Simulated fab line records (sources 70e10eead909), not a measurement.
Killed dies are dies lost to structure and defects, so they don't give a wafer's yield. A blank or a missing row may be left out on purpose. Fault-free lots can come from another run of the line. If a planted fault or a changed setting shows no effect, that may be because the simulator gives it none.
fab line records ; flow nand-harc ; part 2 of 2: steps 29 to 33 of 33
[record] lots = 5; wafers = 15; last-day = 34
route steps=1302 shown A_STAIRCASE@875 A_SGD_CUT@890
lots untouched by any fault: they come from a run of this same line in which no faults occurred
start-h: hours from the record's opening day to when the first of the lot's shown wafers began ; wait-h: hours since the lot's step before ; " the same as in the row above ; L1.1+2: several wafers, shown together as one row ; - no value, or no start given ; * or withheld: withheld ; < > ~ a bound
route shown NAME@n: names a module that has steps shown in the file, with the first one's number in the route ; usual: mean and standard deviation over wafers with no fault ; same: alike in all rows ; chamber/n: place in a boat ; sites: per-site readings ; _std_site: standard deviation across them ; _edge_site: outer sites' mean less inner sites' ; radius-mm: how far each site lies from the wafer's centre ; mask NAME#n: copy n ; behind: the last tool/chamber to shape the wafer ; hold: the reason the lot was held/the length of the hold in hours/how it ended ; device: the transistor (n, p or np) that didn't switch ; end of line: the tests these same wafers got at the end of their route ; a step given without rows: its recipe and nothing more ; killed: count of dies lost to structure and defects at first sort (not the wafer's yield) ; map: a wafer's dies, x killed, . not, _ none there
set.NAME: the setting that was run; set.NAME@STEP: the one run at that earlier step ; model.NAME: the simulator's own value behind a step, which no gauge read
lots at selected steps of the route; one table per step, one row per wafer
services: from which hour (start-h, from the record's first day; less than 0 if before it) a tool's chamber was out of use, for how many hours, and why
[[steps]]
[step NHARC_A_SGD_CUT_ETCH_58]
[recipe] target-depth-a = 390; over-etch-frac = 0.3; time-s = 65; ion-energy-ev = 80; cf4-flow-sccm = 150; ar-flow-sccm = 0; rf-w = 300; bias-w = 100; chemistry = CF4
[usual] chamber-pressure-mTorr = 50.00/0.045; drypump-motor-current-A = 5.8/0.44; oes-product-au = 0.999/0.0097; rf-vpp-V = 151.8/0.95; showerhead-plenum-p-Torr = 1.81/0.06; throttle-valve-pct = 13.284/0.0093
[same] time-s = 65
lot.wafer;tool;chamber;start-h;wait-h;chamber-pressure-mTorr;drypump-motor-current-A;oes-product-au;rf-hours-counter-h;rf-vpp-V;showerhead-plenum-p-Torr;throttle-valve-pct
L076.3;rie-diel-10;0;460.51;0.1;50.07;6.5;0.989;3;151.2;1.73;13.272
L076.6;rie-diel-10;2;460.51;0.1;50.05;5.6;0.989;-;151.2;1.83;13.286
L076.5;rie-diel-10;3;460.51;0.1;50.02;5.4;1.008;-;152.6;1.85;13.269
L092.3;rie-diel-10;1;618.60;0.1;50.00;5.9;0.999;0;149.7;1.65;13.305
L092.4;rie-diel-10;1;618.60;0.1;50.04;5.9;1.000;-;150.2;1.65;13.290
L092.5;rie-diel-10;2;618.60;0.1;50.01;5.6;1.009;-;151.3;1.83;13.281
L091.4;rie-diel-07;1;618.75;0.1;50.02;5.8;1.001;10;152.9;1.83;13.279
L091.1;rie-diel-07;3;618.75;0.1;50.01;6.2;0.980;11;152.4;1.85;13.277
L091.5;rie-diel-07;1;618.75;0.1;50.02;5.7;1.003;-;153.0;1.83;13.283
L094.3;rie-diel-07;0;668.80;0.1;50.02;6.0;0.998;1;152.5;1.80;13.296
L094.4;rie-diel-07;1;668.80;0.1;49.93;5.7;1.010;1;152.5;1.83;13.271
L094.6;rie-diel-07;2;668.80;0.1;49.93;5.0;1.005;-;153.2;1.88;13.282
L096.2;rie-diel-10;2;673.39;0.1;50.04;5.6;1.006;6;152.3;1.82;13.292
L096.6;rie-diel-10;3;673.39;0.1;50.05;5.4;0.996;-;152.0;1.85;13.289
L096.5;rie-diel-10;0;673.39;0.1;50.01;6.5;0.993;-;151.4;1.73;13.281
[step NHARC_A_SGD_CUT_ETCH_59]
[recipe] target-depth-a = 2600; over-etch-frac = 0.25; time-s = 406.25; ion-energy-ev = 200; n2-flow-sccm = 150; h2-flow-sccm = 150; ar-flow-sccm = 0; rf-w = 400; bias-w = 150; chemistry = N2/H2
[usual] chamber-pressure-mTorr = 29.997/0.028; drypump-motor-current-A = 5.8/0.43; oes-product-au = 1.000/0.0093; rf-vpp-V = 432.0/2.3; showerhead-plenum-p-Torr = 2.09/0.077; throttle-valve-pct = 14.172/0.0089
[same] time-s = 406.25
lot.wafer;tool;chamber;start-h;wait-h;chamber-pressure-mTorr;drypump-motor-current-A;oes-product-au;rf-hours-counter-h;rf-vpp-V;showerhead-plenum-p-Torr;throttle-valve-pct
L076.3;rie-diel-10;0;-;-;29.983;6.5;0.992;3;428.8;1.99;14.162
L076.5;rie-diel-10;2;-;-;29.999;5.6;0.994;-;433.2;2.12;14.165
L076.6;rie-diel-10;3;-;-;30.013;5.4;1.009;-;434.0;2.14;14.184
L092.3;rie-diel-10;1;-;-;30.011;5.9;0.995;1;426.3;1.89;14.173
L092.5;rie-diel-10;1;-;-;30.009;5.9;0.991;-;426.3;1.89;14.186
L092.4;rie-diel-10;2;-;-;29.988;5.6;1.005;-;432.4;2.11;14.169
L091.1;rie-diel-07;1;-;-;30.015;5.7;0.997;10;432.4;2.12;14.178
L091.4;rie-diel-07;3;-;-;30.020;6.2;0.988;11;434.1;2.14;14.171
L091.5;rie-diel-07;0;-;-;29.972;6.0;1.010;-;432.6;2.08;14.179
L094.3;rie-diel-07;0;-;-;29.973;6.0;1.002;1;431.3;2.08;14.170
L094.4;rie-diel-07;1;-;-;30.051;5.7;1.010;1;433.5;2.11;14.171
L094.6;rie-diel-07;3;-;-;30.003;6.2;1.013;-;434.9;2.14;14.171
L096.2;rie-diel-10;0;-;-;30.018;6.5;0.989;4;429.3;1.98;14.172
L096.6;rie-diel-10;1;-;-;30.013;5.9;0.986;-;426.9;1.89;14.189
L096.5;rie-diel-10;2;-;-;29.997;5.6;1.003;-;432.1;2.11;14.168
[step NHARC_A_SGD_CUT_ETCH_15]
[recipe] target-depth-a = 750; time-s = 64.3; ch3f-flow-sccm = 50; o2-flow-sccm = 30; ar-flow-sccm = 200; rf-w = 500; bias-w = 100; chemistry = CH3F/O2
[usual] chamber-pressure-mTorr = 24.999/0.024; drypump-motor-current-A = 5.8/0.43; oes-product-au = 0.963/0.015; rf-vpp-V = 264.7/1.6; showerhead-plenum-p-Torr = 2.52/0.09; throttle-valve-pct = 20.662/0.009
[same] time-s = 64.3
lot.wafer;tool;chamber;start-h;wait-h;chamber-pressure-mTorr;drypump-motor-current-A;oes-product-au;rf-hours-counter-h;rf-vpp-V;showerhead-plenum-p-Torr;throttle-valve-pct
L076.3;rie-diel-10;0;-;-;25.003;6.5;0.944;3;262.3;2.40;20.643
L076.5;rie-diel-10;3;-;-;25.045;5.4;0.960;-;267.4;2.58;20.657
L076.6;rie-diel-10;0;-;-;25.015;6.5;0.957;-;260.9;2.40;20.663
L092.3;rie-diel-10;2;-;-;25.011;5.6;0.980;1;266.2;2.54;20.659
L092.4;rie-diel-10;3;-;-;24.983;5.4;0.962;-;265.5;2.57;20.677
L092.5;rie-diel-10;1;-;-;25.006;5.9;0.957;-;261.8;2.29;20.655
L091.1;rie-diel-07;3;-;-;25.007;6.2;0.953;11;264.7;2.57;20.666
L091.4;rie-diel-07;2;-;-;24.979;5.0;0.985;8;266.8;2.62;20.651
L091.5;rie-diel-07;3;-;-;25.013;6.2;0.954;-;264.4;2.57;20.660
L094.3;rie-diel-07;3;-;-;25.010;6.2;0.978;1;264.4;2.57;20.670
L094.4;rie-diel-07;0;-;-;25.003;5.9;0.960;1;263.4;2.50;20.663
L094.6;rie-diel-07;2;-;-;25.017;5.1;0.995;-;265.5;2.62;20.665
L096.2;rie-diel-10;2;-;-;24.994;5.7;0.960;6;266.0;2.54;20.660
L096.6;rie-diel-10;2;-;-;25.021;5.6;0.958;-;265.7;2.54;20.661
L096.5;rie-diel-10;3;-;-;24.964;5.4;0.957;-;265.2;2.57;20.661
[step NHARC_A_SGD_CUT_ETCH_16]
[recipe] target-depth-a = 3105; time-s = 155.2; c4f8-flow-sccm = withheld; o2-flow-sccm = 8; ar-flow-sccm = withheld; rf-w = 600; bias-w = 800; chemistry = C4F8/O2/Ar
[usual] chamber-pressure-mTorr = 24.998/0.021; oes-product-au = 0.974/0.013; rf-vpp-V = 726/3.6
[same] time-s = 155.2
lot.wafer;tool;chamber;start-h;wait-h;chamber-pressure-mTorr;oes-product-au;rf-hours-counter-h;rf-vpp-V
L076.3;rie-diel-10;3;-;-;25.023;0.984;3;729
L076.5;rie-diel-10;3;-;-;25.043;0.995;-;728
L076.6;rie-diel-10;0;-;-;24.974;0.972;-;720
L092.3;rie-diel-10;1;-;-;25.042;0.977;1;717
L092.4;rie-diel-10;1;-;-;24.995;0.963;-;715
L092.5;rie-diel-10;2;-;-;25.010;0.986;-;727
L091.1;rie-diel-07;3;-;-;24.973;0.969;11;728
L091.4;rie-diel-07;1;-;-;24.971;0.986;10;727
L091.5;rie-diel-07;0;-;-;25.024;0.980;-;725
L094.4;rie-diel-07;0;-;-;24.989;0.970;1;727
L094.3;rie-diel-07;1;-;-;24.994;0.986;1;727
L094.6;rie-diel-07;3;-;-;24.979;0.986;-;729
L096.2;rie-diel-10;3;-;-;25.002;0.975;5;728
L096.5;rie-diel-10;1;-;-;24.994;0.950;-;716
L096.6;rie-diel-10;2;-;-;24.983;0.967;-;727
[step NHARC_A_SGD_CUT_STRIP_60]
[recipe] c4f8-flow-sccm = withheld; o2-flow-sccm = 8; ar-flow-sccm = withheld; bias-w = 0; chemistry = C4F8/O2/Ar
lot.wafer;tool;chamber;start-h;wait-h
L076.3+6+5;rie-diel-10;1,3,0;-;-
L091.4+1+5;rie-diel-07;0,1,1;-;-
L092.3+4+5;rie-diel-10;2,3,2;-;-
L094.3+4+6;rie-diel-07;2,0,1;-;-
L096.2+5+6;rie-diel-10;2,0,1;-;-
[[services]]
tool;chamber;start-h;hours;kind
rie-diel-07;0;468.14;5.9;repair
rie-diel-07;-;471.22;9.0;pm
cmp-04;-;503.66;4.0;pm
litho-track-01;-;505.00;7.0;pm
rie-diel-10;1;516.68;8.8;repair
rie-diel-13;-;522.82;9.0;pm
wet-bench-09;-;528.80;8.0;pm
litho-track-06;-;529.01;7.0;pm
rie-diel-07;0;531.06;11.1;repair
rie-diel-13;1;538.03;7.8;repair
rie-diel-07;2;549.34;30.2;repair
litho-track-04;-;553.00;7.0;pm
rie-diel-13;0;570.96;3.7;repair
rie-diel-13;1;575.54;1.8;repair
wet-bench-02;-;580.61;4.2;repair
rie-diel-10;-;592.51;0.8;repair
wet-bench-02;-;596.00;8.0;pm
rie-diel-10;-;596.66;9.0;pm
cmp-04;-;601.66;4.0;pm
rie-diel-07;3;601.73;5.8;repair
cmp-04;-;617.74;2.8;repair
rie-diel-10;0;618.59;9.7;repair
rie-diel-10;3;638.93;8.3;repair
rie-diel-07;-;648.22;9.0;pm
